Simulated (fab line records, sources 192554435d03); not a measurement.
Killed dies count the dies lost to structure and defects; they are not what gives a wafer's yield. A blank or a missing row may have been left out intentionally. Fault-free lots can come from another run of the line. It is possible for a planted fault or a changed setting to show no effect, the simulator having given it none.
Which tool did it? + flow n5 finfet + 12 lots, 36 wafers sampled, at 6 steps of a route of 1938

## WHAT THE GAUGES SHOWED, per wafer
N5_BEOL_M2_INSPECT_13: inspects for defects (brightfield).
| lot  | measured     | on                | raw defect count |
|------|--------------|-------------------|------------------|
| L075 | day 7 02:25  | defect inspect-02 | 423 279 330      |
| L076 | day 7 06:43  | defect inspect-02 | 568 401 331      |
| L079 | day 7 17:02  | defect inspect-01 | 294 401 325      |
| L081 | day 8 13:40  | defect inspect-01 | 345 260 400      |
| L083 | day 9 00:52  | defect inspect-01 | 394 588 491      |
| L085 | day 9 06:01  | defect inspect-02 | 470 356 399      |
| L087 | day 10 03:32 | defect inspect-02 | 335 383 328      |
| L089 | day 10 21:31 | defect inspect-01 | 385 239 371      |
| L091 | day 12 18:56 | defect inspect-01 | 442 461 324      |
| L094 | day 12 10:04 | defect inspect-02 | 316 485 350      |
| L095 | day 12 19:52 | defect inspect-02 | 408 304 273      |
| L097 | day 13 02:59 | defect inspect-02 | 481 326 360      |

## WHAT TOOL EACH LOT RAN ON (gives the tool, then ch and the chambers of the sampled wafers, and finally the start)
| lot  | N5_BEOL_M1_STRIP_19                | N5_BEOL_M1_SPUTTER_79        | N5_BEOL_M1_ANNEAL_89         | N5_BEOL_M1_ANNEAL_91         | N5_BEOL_M1_ANNEAL_93         |
|------|------------------------------------|------------------------------|------------------------------|------------------------------|------------------------------|
| L075 | rie diel-06 ch 1, day 6 13:23      | pvd sputter-02, day 6 22:22  | pvd sputter-02, day 6 23:06  | pvd sputter-02, day 6 23:19  | pvd sputter-02, day 6 23:32  |
| L076 | rie diel-06 ch 0,1,2, day 6 19:11  | pvd sputter-03, day 7 03:08  | pvd sputter-03, day 7 03:56  | pvd sputter-03, day 7 04:11  | pvd sputter-03, day 7 04:25  |
| L079 | rie diel-03 ch 1,2, day 7 10:08    | pvd sputter-02, day 7 13:04  | pvd sputter-02, day 7 13:48  | pvd sputter-02, day 7 14:01  | pvd sputter-02, day 7 14:14  |
| L081 | rie diel-02 ch 0,1,2, day 7 21:51  | pvd sputter-03, day 8 08:11  | pvd sputter-03, day 8 08:56  | pvd sputter-03, day 8 09:09  | pvd sputter-03, day 8 09:22  |
| L083 | rie diel-03 ch 1,3, day 8 07:55    | pvd sputter-01, day 8 17:55  | pvd sputter-01, day 8 18:40  | pvd sputter-01, day 8 18:53  | pvd sputter-01, day 8 19:06  |
| L085 | rie diel-03 ch 0,1,2, day 8 21:05  | pvd sputter-01, day 9 01:43  | pvd sputter-01, day 9 02:27  | pvd sputter-01, day 9 02:40  | pvd sputter-01, day 9 02:53  |
| L087 | rie diel-06 ch 0,1,3, day 9 09:06  | pvd sputter-03, day 9 23:52  | pvd sputter-03, day 10 00:36 | pvd sputter-03, day 10 00:49 | pvd sputter-03, day 10 01:02 |
| L089 | rie diel-02 ch 0,2, day 10 07:10   | pvd sputter-01, day 10 17:52 | pvd sputter-01, day 10 18:37 | pvd sputter-01, day 10 18:50 | pvd sputter-01, day 10 19:03 |
| L091 | rie diel-03 ch 0,3, day 10 20:56   | pvd sputter-01, day 12 12:19 | pvd sputter-01, day 12 13:03 | pvd sputter-01, day 12 13:16 | pvd sputter-01, day 12 13:29 |
| L094 | rie diel-06 ch 0,1,3, day 11 11:25 | pvd sputter-03, day 12 05:05 | pvd sputter-03, day 12 05:49 | pvd sputter-03, day 12 06:02 | pvd sputter-03, day 12 06:16 |
| L095 | rie diel-02 ch 0,2,3, day 11 15:16 | pvd sputter-01, day 12 15:34 | pvd sputter-01, day 12 16:19 | pvd sputter-01, day 12 16:32 | pvd sputter-01, day 12 16:45 |
| L097 | rie diel-03 ch 1,2, day 12 10:30   | pvd sputter-03, day 12 22:50 | pvd sputter-03, day 12 23:35 | pvd sputter-03, day 12 23:48 | pvd sputter-03, day 13 00:01 |
- N5_BEOL_M1_STRIP_19: strips in O2.
- N5_BEOL_M1_SPUTTER_79: material Cu, target thk 4.5 nm, time 8.29 s.
- N5_BEOL_M1_ANNEAL_89: time 240 s.
- N5_BEOL_M1_ANNEAL_91: time 240 s.
- N5_BEOL_M1_ANNEAL_93: time 240 s.

## THE ANSWER, worked out from the rows above alone
Rule: what is usual is taken from the lots themselves. The widest of any qualifying gaps counts: lots, ordered by their means at a reading, are off when they make up no more than a third of the lots, leave a main group of 4 or more, and stand apart from it by 3 or more times the standard deviation of that group's means. A main group is skipped when, at the precision printed for the reading in the tables above, its means are all equal. Also off: a lot with no number at a reading for which 4 or more lots have one. All remaining lots with rows at the step are treated as sound.
None of the lots is off at any reading shown; this tells nothing.

## WHAT WAS PUT IN BY THE SIMULATOR
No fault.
